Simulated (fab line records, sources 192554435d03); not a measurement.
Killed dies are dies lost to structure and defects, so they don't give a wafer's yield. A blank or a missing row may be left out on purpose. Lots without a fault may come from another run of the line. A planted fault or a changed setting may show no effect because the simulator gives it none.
Chamber matching | flow n5_finfet | N5_BEOL_M11_STRIP_36 on rie_diel-01: 4 sister chambers
The step strips in N2/H2. 4 wafers are shown with their chamber, then 10 later ones without.

WAFERS WITH THEIR CHAMBER
wafer  | chamber | drypump_motor_current_A (A)
L085.2 | 1       | 5.8
L085.6 | 2       | 5.0
L086.1 | 3       | 5.4
L086.2 | 0       | 4.9

WAFERS WITHOUT THEIR CHAMBER
wafer  | drypump_motor_current_A (A)
L086.4 | 5.0
L087.2 | 5.8
L087.3 | 5.3
L087.6 | 5.0
L092.2 | 5.4
L092.4 | 4.9
L092.6 | 5.4
L095.1 | 5.0
L095.2 | 5.4
L095.4 | 5.0

WHICH CHAMBER EACH WENT THROUGH
wafer  | from the rows above | in truth
L086.4 | 2                   | 2
L087.2 | 1                   | 1
L087.3 | 3                   | 3
L087.6 | 2                   | 2
L092.2 | 3                   | 3
L092.4 | 0                   | 0
L092.6 | 3                   | 3
L095.1 | 2                   | 2
L095.2 | 3                   | 3
L095.4 | 2                   | 2
Placed correctly: 10 of 10. Can't be placed from these rows: 0. Placed wrongly: 0.
How it was worked out, from the rows above alone: a wafer's distance from a chamber is the root of the sum, over the readings, of the square of ((its reading less the chamber's mean) divided by the reading's scatter). The wafer belongs to the nearest chamber; if the next one is less than 2 further off, it can't be placed. A chamber's mean is the mean of its shown wafers. The scatter: with one shown wafer a chamber, the root of the mean of the squares of how far each hidden wafer lies from its nearest shown one.
